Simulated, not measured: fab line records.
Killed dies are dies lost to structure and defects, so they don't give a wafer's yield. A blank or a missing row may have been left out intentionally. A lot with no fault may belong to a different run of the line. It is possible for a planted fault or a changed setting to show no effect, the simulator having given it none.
fab line records	flow n5_finfet
record: lots: 24	wafers: 72	last_day: 17
route steps=1938 shown BEOL_M2@899
lots untouched by any fault: they come from a run of this same line in which no faults occurred
start_h: hours from the record's first day to the start of the lot's first wafer shown	wait_h: hours elapsed since this lot's preceding step	" the same as in the row above	L1.1+2: one row covering several wafers at once	- no value, or no start was given	* or withheld: withheld	< > ~ a bound
route shown NAME@n: NAME is a module with steps in the file, n the number in the route of the first one	usual: mean/standard deviation taken from wafers without a fault	same: alike in all rows	chamber/n: place in a boat	sites: per-site readings	_std_site: the standard deviation of these	_edge_site: the outer-site mean with the inner-site mean subtracted	radius_mm: for every site, how far away it sits from the centre of the wafer	mask NAME#n: copy n	behind: tool/chamber where the wafer was last shaped	hold: the reason the lot was held/the length of the hold in hours/how it ended	device: the transistor (n, p or np) that didn't switch	end of line: tests run on the same wafers once the route is complete	a step given without rows: its recipe and nothing more	killed: dies lost to structure and defects at the first sort, not the wafer's yield	map: a wafer's dies, marking killed ones x, the rest . and places with no die _
set.NAME: the setting as run; set.NAME@STEP: as run at that earlier step	model.NAME: the simulator's own value behind a step, which no gauge read
route steps across a sampled set of lots; one table per step, one row per wafer
services: from which hour (start_h, from the record's first day; less than 0 if before it) a tool's chamber was out of use, for how many hours, and why
== steps ==
step: N5_BEOL_M2_DEGAS_44
recipe: ambient: vacuum	temp_c: 250	time_s: 60
usual: heater_power_w: 338/28
same: time_s: 60
lot.wafer	tool	chamber	start_h	wait_h	heater_power_w
L074.1	pvd_sputter-02	-	135.67	0.3	346
L074.2	"	-	"	"	352
L074.3	"	-	"	"	371
L075.1	pvd_sputter-02	-	149.66	0.7	369
L075.3	"	-	"	"	337
L075.5	"	-	"	"	339
L076.1	pvd_sputter-02	-	165.84	0.2	345
L076.4	"	-	"	"	357
L076.5	"	-	"	"	349
L077.1	pvd_sputter-02	-	165.96	0.3	365
L077.3	"	-	"	"	343
L077.5	"	-	"	"	332
L078.1	pvd_sputter-01	-	171.96	0.3	302
L078.5	"	-	"	"	296
L078.6	"	-	"	"	364
L079.1	pvd_sputter-01	-	172.04	0.2	323
L079.3	"	-	"	"	299
L079.5	"	-	"	"	368
L080.2	pvd_sputter-02	-	178.68	0.2	360
L080.3	"	-	"	"	335
L080.6	"	-	"	"	344
L081.1	pvd_sputter-03	-	178.75	0.2	352
L081.3	"	-	"	"	339
L081.5	"	-	"	"	320
L082.2	pvd_sputter-02	-	188.73	0.2	348
L082.3	"	-	"	"	338
L082.5	"	-	"	"	350
L083.2	pvd_sputter-01	-	193.93	0.8	375
L083.3	"	-	"	"	366
L083.6	"	-	"	"	291
L084.1	pvd_sputter-03	-	202.22	0.2	347
L084.5	"	-	"	"	320
L084.6	"	-	"	"	348
L086.1	pvd_sputter-03	-	210.88	0.1	359
L086.3	"	-	"	"	345
L086.4	"	-	"	"	281
L085.2	pvd_sputter-03	-	214.75	0.4	358
L085.3	"	-	"	"	279
L085.4	"	-	"	"	334
L088.2	pvd_sputter-01	-	223.51	0.4	384
L088.3	"	-	"	"	314
L088.5	"	-	"	"	316
L087.2	pvd_sputter-03	-	232.45	0.6	317
L087.3	"	-	"	"	348
L087.5	"	-	"	"	322
L089.1	pvd_sputter-01	-	236.92	0.0	295
L089.2	"	-	"	"	382
L089.3	"	-	"	"	325
L090.1	pvd_sputter-01	-	237.00	0.1	382
L090.5	"	-	"	"	374
L090.6	"	-	"	"	365
L092.1	pvd_sputter-03	-	237.41	0.0	342
L092.2	"	-	"	"	311
L092.4	"	-	"	"	347
L091.1	pvd_sputter-03	-	244.36	0.1	350
L091.3	"	-	"	"	356
L091.6	"	-	"	"	322
L093.3	pvd_sputter-02	-	256.61	0.1	364
L093.5	"	-	"	"	345
L093.6	"	-	"	"	357
L094.2	pvd_sputter-03	-	261.65	0.7	283
L094.5	"	-	"	"	286
L094.6	"	-	"	"	358
L095.1	pvd_sputter-03	-	271.98	0.4	350
L095.2	"	-	"	"	351
L095.4	"	-	"	"	312
L096.4	pvd_sputter-03	-	272.40	0.1	336
L096.5	"	-	"	"	314
L096.6	"	-	"	"	332
L097.1	pvd_sputter-01	-	275.03	0.2	388
L097.2	"	-	"	"	289
L097.6	"	-	"	"	372
step: N5_BEOL_M2_PRE_CLEAN_45
recipe: gas: H2/He	time_s: 30	temp_c: 250
usual: heater_power_w: 339/29
same: time_s: 30
lot.wafer	tool	chamber	start_h	wait_h	heater_power_w
L074.1	pvd_sputter-02	-	135.71	0.0	347
L074.2	"	-	"	"	352
L074.3	"	-	"	"	372
L075.1	pvd_sputter-02	-	149.70	0.0	368
L075.3	"	-	"	"	347
L075.5	"	-	"	"	337
L076.1	pvd_sputter-02	-	165.88	0.0	344
L076.4	"	-	"	"	347
L076.5	"	-	"	"	357
L077.1	pvd_sputter-02	-	166.00	0.0	354
L077.3	"	-	"	"	349
L077.5	"	-	"	"	340
L078.1	pvd_sputter-01	-	172.00	0.0	295
L078.5	"	-	"	"	292
L078.6	"	-	"	"	364
L079.1	pvd_sputter-01	-	172.08	0.0	320
L079.3	"	-	"	"	294
L079.5	"	-	"	"	378
L080.2	pvd_sputter-02	-	178.72	0.0	339
L080.3	"	-	"	"	331
L080.6	"	-	"	"	349
L081.1	pvd_sputter-03	-	178.79	0.0	357
L081.3	"	-	"	"	353
L081.5	"	-	"	"	323
L082.2	pvd_sputter-02	-	188.77	0.0	347
L082.3	"	-	"	"	345
L082.5	"	-	"	"	356
L083.2	pvd_sputter-01	-	193.97	0.0	381
L083.3	"	-	"	"	364
L083.6	"	-	"	"	295
L084.1	pvd_sputter-03	-	202.26	0.0	352
L084.5	"	-	"	"	318
L084.6	"	-	"	"	348
L086.1	pvd_sputter-03	-	210.92	0.0	358
L086.3	"	-	"	"	338
L086.4	"	-	"	"	280
L085.2	pvd_sputter-03	-	214.79	0.0	345
L085.3	"	-	"	"	274
L085.4	"	-	"	"	339
L088.2	pvd_sputter-01	-	223.55	0.0	381
L088.3	"	-	"	"	316
L088.5	"	-	"	"	322
L087.2	pvd_sputter-03	-	232.49	0.0	314
L087.3	"	-	"	"	357
L087.5	"	-	"	"	313
L089.1	pvd_sputter-01	-	236.96	0.0	299
L089.2	"	-	"	"	371
L089.3	"	-	"	"	321
L090.1	pvd_sputter-01	-	237.04	0.0	379
L090.5	"	-	"	"	385
L090.6	"	-	"	"	367
L092.1	pvd_sputter-03	-	237.45	0.0	342
L092.2	"	-	"	"	316
L092.4	"	-	"	"	355
L091.1	pvd_sputter-03	-	244.40	0.0	352
L091.3	"	-	"	"	359
L091.6	"	-	"	"	311
L093.3	pvd_sputter-02	-	256.65	0.0	371
L093.5	"	-	"	"	355
L093.6	"	-	"	"	364
L094.2	pvd_sputter-03	-	261.69	0.0	285
L094.5	"	-	"	"	278
L094.6	"	-	"	"	355
L095.1	pvd_sputter-03	-	272.02	0.0	339
L095.2	"	-	"	"	347
L095.4	"	-	"	"	310
L096.4	pvd_sputter-03	-	272.44	0.0	352
L096.5	"	-	"	"	317
L096.6	"	-	"	"	343
L097.1	pvd_sputter-01	-	275.07	0.0	375
L097.2	"	-	"	"	294
L097.6	"	-	"	"	385
step: N5_BEOL_M2_SURFACE_TREAT_85
recipe: gas: Ar	time_s: *	ion_energy_ev: *	ion_current_ma_cm2: 0.5	pressure_mtorr: *	ar_flow_sccm: 30
usual: throttle_valve_pct: *
same: time_s: *
lot.wafer	tool	chamber	start_h	wait_h	throttle_valve_pct
L074.1	pvd_sputter-03	-	136.01	0.1	*
L074.2	"	-	"	"	*
L074.3	"	-	"	"	*
L075.1	pvd_sputter-01	-	150.09	0.2	*
L075.3	"	-	"	"	*
L075.5	"	-	"	"	*
L076.1	pvd_sputter-03	-	166.29	0.1	*
L076.4	"	-	"	"	*
L076.5	"	-	"	"	*
L077.1	pvd_sputter-03	-	166.33	0.2	*
L077.3	"	-	"	"	*
L077.5	"	-	"	"	*
L078.1	pvd_sputter-02	-	172.30	0.1	*
L078.5	"	-	"	"	*
L078.6	"	-	"	"	*
L079.1	pvd_sputter-03	-	172.59	0.3	*
L079.3	"	-	"	"	*
L079.5	"	-	"	"	*
L080.2	pvd_sputter-02	-	179.20	0.3	*
L080.3	"	-	"	"	*
L080.6	"	-	"	"	*
L081.1	pvd_sputter-02	-	179.24	0.3	*
L081.3	"	-	"	"	*
L081.5	"	-	"	"	*
L082.2	pvd_sputter-03	-	189.06	0.1	*
L082.3	"	-	"	"	*
L082.5	"	-	"	"	*
L083.2	pvd_sputter-01	-	194.27	0.1	*
L083.3	"	-	"	"	*
L083.6	"	-	"	"	*
L084.1	pvd_sputter-02	-	202.58	0.2	*
L084.5	"	-	"	"	*
L084.6	"	-	"	"	*
L086.1	pvd_sputter-03	-	211.45	0.4	*
L086.3	"	-	"	"	*
L086.4	"	-	"	"	*
L085.2	pvd_sputter-01	-	215.29	0.3	*
L085.3	"	-	"	"	*
L085.4	"	-	"	"	*
L088.2	pvd_sputter-03	-	223.85	0.1	*
L088.3	"	-	"	"	*
L088.5	"	-	"	"	*
L087.2	pvd_sputter-03	-	233.03	0.2	*
L087.3	"	-	"	"	*
L087.5	"	-	"	"	*
L089.1	pvd_sputter-03	-	237.25	0.1	*
L089.2	"	-	"	"	*
L089.3	"	-	"	"	*
L090.1	pvd_sputter-02	-	237.39	0.1	*
L090.5	"	-	"	"	*
L090.6	"	-	"	"	*
L092.1	pvd_sputter-02	-	239.27	1.4	*
L092.2	"	-	"	"	*
L092.4	"	-	"	"	*
L091.1	pvd_sputter-03	-	244.76	0.2	*
L091.3	"	-	"	"	*
L091.6	"	-	"	"	*
L093.3	pvd_sputter-01	-	257.01	0.2	*
L093.5	"	-	"	"	*
L093.6	"	-	"	"	*
L094.2	pvd_sputter-03	-	262.25	0.4	*
L094.5	"	-	"	"	*
L094.6	"	-	"	"	*
L095.1	pvd_sputter-03	-	272.36	0.2	*
L095.2	"	-	"	"	*
L095.4	"	-	"	"	*
L096.4	pvd_sputter-01	-	272.73	0.0	*
L096.5	"	-	"	"	*
L096.6	"	-	"	"	*
L097.1	pvd_sputter-03	-	275.40	0.2	*
L097.2	"	-	"	"	*
L097.6	"	-	"	"	*
step: N5_BEOL_M2_ANNEAL_49
recipe: temp_c: 400	time_s: 240	ambient: vacuum
usual: heater_power_w: 841/72	susceptor_temp_C_max: 400.9/0.37
same: time_s: 240
lot.wafer	tool	chamber	start_h	wait_h	heater_power_w	susceptor_temp_C_max
L074.1	pvd_sputter-02	-	136.39	0.0	847	401.0
L074.2	"	-	"	"	911	400.5
L074.3	"	-	"	"	878	400.4
L075.1	pvd_sputter-01	-	150.43	0.0	735	400.7
L075.3	"	-	"	"	957	400.9
L075.5	"	-	"	"	733	401.0
L076.1	pvd_sputter-02	-	166.74	0.0	878	400.4
L076.4	"	-	"	"	883	400.9
L076.5	"	-	"	"	864	400.7
L077.1	pvd_sputter-03	-	168.45	0.0	883	400.6
L077.3	"	-	"	"	876	401.0
L077.5	"	-	"	"	768	401.3
L078.1	pvd_sputter-03	-	172.71	0.0	777	401.5
L078.5	"	-	"	"	906	401.0
L078.6	"	-	"	"	866	400.9
L079.1	pvd_sputter-02	-	172.96	0.0	885	400.6
L079.3	"	-	"	"	831	400.8
L079.5	"	-	"	"	872	400.5
L080.2	pvd_sputter-03	-	179.53	0.0	788	401.6
L080.3	"	-	"	"	854	401.2
L080.6	"	-	"	"	851	400.8
L081.1	pvd_sputter-03	-	181.37	0.0	855	400.9
L081.3	"	-	"	"	689	400.9
L081.5	"	-	"	"	883	401.0
L082.2	pvd_sputter-02	-	189.41	0.0	907	400.8
L082.3	"	-	"	"	873	400.9
L082.5	"	-	"	"	868	400.7
L083.2	pvd_sputter-01	-	194.61	0.0	931	401.2
L083.3	"	-	"	"	730	401.1
L083.6	"	-	"	"	735	400.5
L084.1	pvd_sputter-01	-	203.06	0.0	806	400.5
L084.5	"	-	"	"	780	400.7
L084.6	"	-	"	"	733	401.4
L086.1	pvd_sputter-02	-	212.53	0.0	923	401.0
L086.3	"	-	"	"	884	400.7
L086.4	"	-	"	"	837	400.8
L085.2	pvd_sputter-03	-	215.73	0.0	779	401.8
L085.3	"	-	"	"	871	400.4
L085.4	"	-	"	"	703	401.0
L088.2	pvd_sputter-01	-	224.24	0.0	939	400.4
L088.3	"	-	"	"	940	401.4
L088.5	"	-	"	"	933	401.0
L087.2	pvd_sputter-03	-	233.43	0.0	848	400.8
L087.3	"	-	"	"	700	401.0
L087.5	"	-	"	"	767	401.4
L089.1	pvd_sputter-03	-	237.63	0.0	700	400.8
L089.2	"	-	"	"	873	401.1
L089.3	"	-	"	"	879	401.0
L090.1	pvd_sputter-01	-	239.31	0.0	738	400.8
L090.5	"	-	"	"	933	400.4
L090.6	"	-	"	"	925	400.5
L092.1	pvd_sputter-02	-	239.57	0.0	838	400.7
L092.2	"	-	"	"	869	400.3
L092.4	"	-	"	"	940	401.1
L091.1	pvd_sputter-03	-	245.14	0.0	857	400.5
L091.3	"	-	"	"	794	401.7
L091.6	"	-	"	"	850	400.6
L093.3	pvd_sputter-01	-	257.31	0.0	932	400.7
L093.5	"	-	"	"	805	400.7
L093.6	"	-	"	"	743	400.5
L094.2	pvd_sputter-02	-	262.56	0.0	838	400.7
L094.5	"	-	"	"	825	401.1
L094.6	"	-	"	"	869	400.1
L095.1	pvd_sputter-03	-	272.66	0.0	685	401.0
L095.2	"	-	"	"	794	401.8
L095.4	"	-	"	"	883	401.3
L096.4	pvd_sputter-02	-	273.24	0.0	917	400.3
L096.5	"	-	"	"	898	400.9
L096.6	"	-	"	"	909	400.3
L097.1	pvd_sputter-03	-	275.76	0.0	836	400.5
L097.2	"	-	"	"	802	401.8
L097.6	"	-	"	"	686	400.8
step: N5_BEOL_M2_ANNEAL_80
recipe: temp_c: 400	time_s: 240	ambient: vacuum
usual: heater_power_w: 839/70	susceptor_temp_C_max: 400.9/0.4
same: time_s: 240
lot.wafer	tool	chamber	start_h	wait_h	heater_power_w	susceptor_temp_C_max
L074.1	pvd_sputter-02	-	136.61	0.0	832	400.9
L074.2	"	-	"	"	916	400.9
L074.3	"	-	"	"	885	400.3
L075.1	pvd_sputter-01	-	150.65	0.0	753	401.1
L075.3	"	-	"	"	948	401.6
L075.5	"	-	"	"	718	400.9
L076.1	pvd_sputter-02	-	166.96	0.0	884	400.6
L076.4	"	-	"	"	865	400.9
L076.5	"	-	"	"	861	400.3
L077.1	pvd_sputter-03	-	168.67	0.0	888	400.6
L077.3	"	-	"	"	849	400.8
L077.5	"	-	"	"	800	401.2
L078.1	pvd_sputter-03	-	172.93	0.0	792	401.2
L078.5	"	-	"	"	876	401.2
L078.6	"	-	"	"	863	400.9
L079.1	pvd_sputter-02	-	173.18	0.0	863	400.7
L079.3	"	-	"	"	835	400.8
L079.5	"	-	"	"	857	400.5
L080.2	pvd_sputter-03	-	179.75	0.0	778	401.5
L080.3	"	-	"	"	849	400.3
L080.6	"	-	"	"	842	400.5
L081.1	pvd_sputter-03	-	181.59	0.0	851	401.1
L081.3	"	-	"	"	706	400.5
L081.5	"	-	"	"	852	400.6
L082.2	pvd_sputter-02	-	189.63	0.0	882	400.9
L082.3	"	-	"	"	893	400.5
L082.5	"	-	"	"	861	400.8
L083.2	pvd_sputter-01	-	194.83	0.0	920	400.5
L083.3	"	-	"	"	725	401.1
L083.6	"	-	"	"	725	401.4
L084.1	pvd_sputter-01	-	203.28	0.0	788	400.8
L084.5	"	-	"	"	816	401.1
L084.6	"	-	"	"	732	400.3
L086.1	pvd_sputter-02	-	212.75	0.0	905	401.0
L086.3	"	-	"	"	883	400.3
L086.4	"	-	"	"	830	400.9
L085.2	pvd_sputter-03	-	215.95	0.0	797	402.1
L085.3	"	-	"	"	840	400.7
L085.4	"	-	"	"	707	400.7
L088.2	pvd_sputter-01	-	224.46	0.0	944	400.9
L088.3	"	-	"	"	924	400.6
L088.5	"	-	"	"	937	400.6
L087.2	pvd_sputter-03	-	233.65	0.0	852	400.6
L087.3	"	-	"	"	707	401.1
L087.5	"	-	"	"	771	401.7
L089.1	pvd_sputter-03	-	237.85	0.0	709	401.2
L089.2	"	-	"	"	865	401.2
L089.3	"	-	"	"	899	401.0
L090.1	pvd_sputter-01	-	239.53	0.0	726	400.6
L090.5	"	-	"	"	937	400.5
L090.6	"	-	"	"	922	401.4
L092.1	pvd_sputter-02	-	239.79	0.0	844	401.3
L092.2	"	-	"	"	866	401.0
L092.4	"	-	"	"	903	400.9
L091.1	pvd_sputter-03	-	245.36	0.0	869	400.9
L091.3	"	-	"	"	792	401.8
L091.6	"	-	"	"	839	401.0
L093.3	pvd_sputter-01	-	257.53	0.0	949	400.7
L093.5	"	-	"	"	799	400.8
L093.6	"	-	"	"	741	401.0
L094.2	pvd_sputter-02	-	262.78	0.0	814	401.0
L094.5	"	-	"	"	844	401.0
L094.6	"	-	"	"	896	400.6
L095.1	pvd_sputter-03	-	272.88	0.0	728	400.8
L095.2	"	-	"	"	792	401.3
L095.4	"	-	"	"	857	401.1
L096.4	pvd_sputter-02	-	273.46	0.0	914	401.0
L096.5	"	-	"	"	871	400.7
L096.6	"	-	"	"	918	400.9
L097.1	pvd_sputter-03	-	275.98	0.0	869	400.4
L097.2	"	-	"	"	776	401.3
L097.6	"	-	"	"	721	400.8
step: N5_BEOL_M2_ANNEAL_95
recipe: temp_c: 400	time_s: 240	ambient: vacuum
usual: heater_power_w: 839/71	susceptor_temp_C_max: 400.9/0.41
same: time_s: 240
lot.wafer	tool	chamber	start_h	wait_h	heater_power_w	susceptor_temp_C_max
L074.1	pvd_sputter-02	-	137.93	0.0	860	401.3
L074.2	"	-	"	"	913	400.8
L074.3	"	-	"	"	867	400.3
L075.1	pvd_sputter-01	-	151.97	0.0	737	400.5
L075.3	"	-	"	"	907	401.1
L075.5	"	-	"	"	737	400.7
L076.1	pvd_sputter-02	-	168.28	0.0	884	401.1
L076.4	"	-	"	"	861	400.4
L076.5	"	-	"	"	887	400.4
L077.1	pvd_sputter-03	-	169.99	0.0	861	400.9
L077.3	"	-	"	"	866	400.9
L077.5	"	-	"	"	800	402.0
L078.1	pvd_sputter-03	-	174.25	0.0	766	401.3
L078.5	"	-	"	"	876	400.9
L078.6	"	-	"	"	850	400.6
L079.1	pvd_sputter-02	-	174.50	0.0	878	400.8
L079.3	"	-	"	"	844	400.7
L079.5	"	-	"	"	886	400.5
L080.2	pvd_sputter-03	-	181.07	0.0	803	402.1
L080.3	"	-	"	"	848	400.8
L080.6	"	-	"	"	855	400.8
L081.1	pvd_sputter-03	-	182.91	0.0	859	400.6
L081.3	"	-	"	"	700	401.0
L081.5	"	-	"	"	869	400.7
L082.2	pvd_sputter-02	-	190.95	0.0	905	401.0
L082.3	"	-	"	"	878	400.6
L082.5	"	-	"	"	861	400.7
L083.2	pvd_sputter-01	-	196.15	0.0	948	401.0
L083.3	"	-	"	"	736	400.6
L083.6	"	-	"	"	732	400.6
L084.1	pvd_sputter-01	-	204.60	0.0	779	401.1
L084.5	"	-	"	"	780	401.0
L084.6	"	-	"	"	744	400.7
L086.1	pvd_sputter-02	-	214.07	0.0	912	400.4
L086.3	"	-	"	"	865	400.8
L086.4	"	-	"	"	829	401.1
L085.2	pvd_sputter-03	-	217.27	0.0	770	402.0
L085.3	"	-	"	"	837	400.7
L085.4	"	-	"	"	695	401.3
L088.2	pvd_sputter-01	-	225.78	0.0	967	400.6
L088.3	"	-	"	"	965	401.3
L088.5	"	-	"	"	956	401.1
L087.2	pvd_sputter-03	-	234.97	0.0	863	400.6
L087.3	"	-	"	"	698	400.7
L087.5	"	-	"	"	771	402.3
L089.1	pvd_sputter-03	-	239.17	0.0	686	400.9
L089.2	"	-	"	"	860	400.8
L089.3	"	-	"	"	915	400.7
L090.1	pvd_sputter-01	-	240.85	0.0	752	401.1
L090.5	"	-	"	"	945	400.6
L090.6	"	-	"	"	921	401.0
L092.1	pvd_sputter-02	-	241.11	0.0	839	400.7
L092.2	"	-	"	"	860	400.5
L092.4	"	-	"	"	931	401.1
L091.1	pvd_sputter-03	-	246.68	0.0	853	400.6
L091.3	"	-	"	"	773	401.9
L091.6	"	-	"	"	867	400.9
L093.3	pvd_sputter-01	-	258.85	0.0	947	400.5
L093.5	"	-	"	"	801	400.7
L093.6	"	-	"	"	727	401.0
L094.2	pvd_sputter-02	-	264.10	0.0	831	400.7
L094.5	"	-	"	"	851	400.8
L094.6	"	-	"	"	892	400.9
L095.1	pvd_sputter-03	-	274.20	0.0	690	401.0
L095.2	"	-	"	"	787	401.3
L095.4	"	-	"	"	896	401.0
L096.4	pvd_sputter-02	-	274.78	0.0	880	401.0
L096.5	"	-	"	"	881	400.2
L096.6	"	-	"	"	900	400.7
L097.1	pvd_sputter-03	-	277.30	0.0	866	400.7
L097.2	"	-	"	"	782	401.4
L097.6	"	-	"	"	712	401.0
== services ==
tool	chamber	start_h	hours	kind
pvd_sputter-02	-	114.88	19.9	repair
pvd_sputter-01	-	143.08	4.3	repair
== key ==
fault none
